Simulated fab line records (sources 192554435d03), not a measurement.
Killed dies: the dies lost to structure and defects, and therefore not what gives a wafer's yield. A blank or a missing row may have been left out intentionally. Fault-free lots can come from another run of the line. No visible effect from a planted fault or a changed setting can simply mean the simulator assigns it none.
Matching of chambers	flow n5-finfet	N5_FIN_SAQP_SPACER2_ALD_28 on ald-sin-02 has 4 sister chambers
The step deposits SiO2, target thk 8.1 nm, pulse time 1 s, purge time 2 s. 30 wafers are shown with their chamber, then 12 later ones without.

## WAFERS, EACH WITH ITS CHAMBER
wafer	chamber	heater-power-w (W)	precursor-pulse-height-rel
L074.1	3	542	1.051
L074.4	2	471	0.987
L074.5	3	558	0.992
L076.2	1	428	1.001
L076.4	2	472	1.006
L076.6	2	462	1.012
L079.1	3	558	0.968
L079.2	1	432	1.015
L079.5	0	465	0.982
L080.2	2	471	1.033
L080.3	1	431	0.986
L080.4	0	455	1.007
L081.3	0	464	0.979
L081.4	2	479	0.986
L081.6	3	557	0.993
L082.1	1	422	1.010
L082.2	0	475	0.993
L082.3	3	554	1.022
L082.4	2	473	1.007
L082.5	0	454	1.000
L082.6	3	566	1.024
L084.1	2	477	0.977
L084.5	3	554	1.008
L084.6	2	491	0.998
L085.2	1	432	1.015
L085.3	3	568	0.988
L085.4	0	459	0.999
L087.2	1	437	0.992
L087.4	0	456	1.003
L087.6	1	425	0.998

SIGNATURES, as means of the wafers listed above
reading	chamber 0	chamber 1	chamber 2	chamber 3	scatter within a chamber
heater-power-w	461.14	429.57	474.50	557.12	7.39
precursor-pulse-height-rel	0.99471	1.00243	1.00075	1.00575	0.018
Rule: a wafer lies at a distance from a chamber equal to the root of the sum of squares, over the readings, of (its reading less the chamber's mean, divided by the reading's scatter). The wafer belongs to the nearest chamber; if the next one is less than 2 further off, it can't be placed. The scatter: take each reading less its chamber's mean, square it, sum over the shown wafers, divide by the number of wafers less the number of chambers, and take the root.

## WAFERS WITHOUT THEIR CHAMBER
wafer	heater-power-w (W)	precursor-pulse-height-rel
L088.1	428	1.039
L088.3	471	1.007
L088.5	482	1.029
L090.2	561	1.001
L090.3	420	0.970
L090.4	482	1.008
L091.2	466	0.986
L091.3	429	0.997
L091.5	551	0.978
L095.1	434	1.027
L095.3	554	0.981
L095.5	561	0.987

## CHAMBER TAKEN BY EACH
wafer	from the rows above	in truth
L088.1	1	1
L088.3	can't be placed: 2 or 0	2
L088.5	can't be placed: 2 or 0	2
L090.2	3	3
L090.3	1	1
L090.4	can't be placed: 2 or 0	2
L091.2	can't be placed: 0 or 2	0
L091.3	1	1
L091.5	3	3
L095.1	1	1
L095.3	3	3
L095.5	3	3
8 of 12 placed correctly. Can't be placed from these rows: 4 (the true chamber is among the candidates in 4). Wrongly placed: 0.
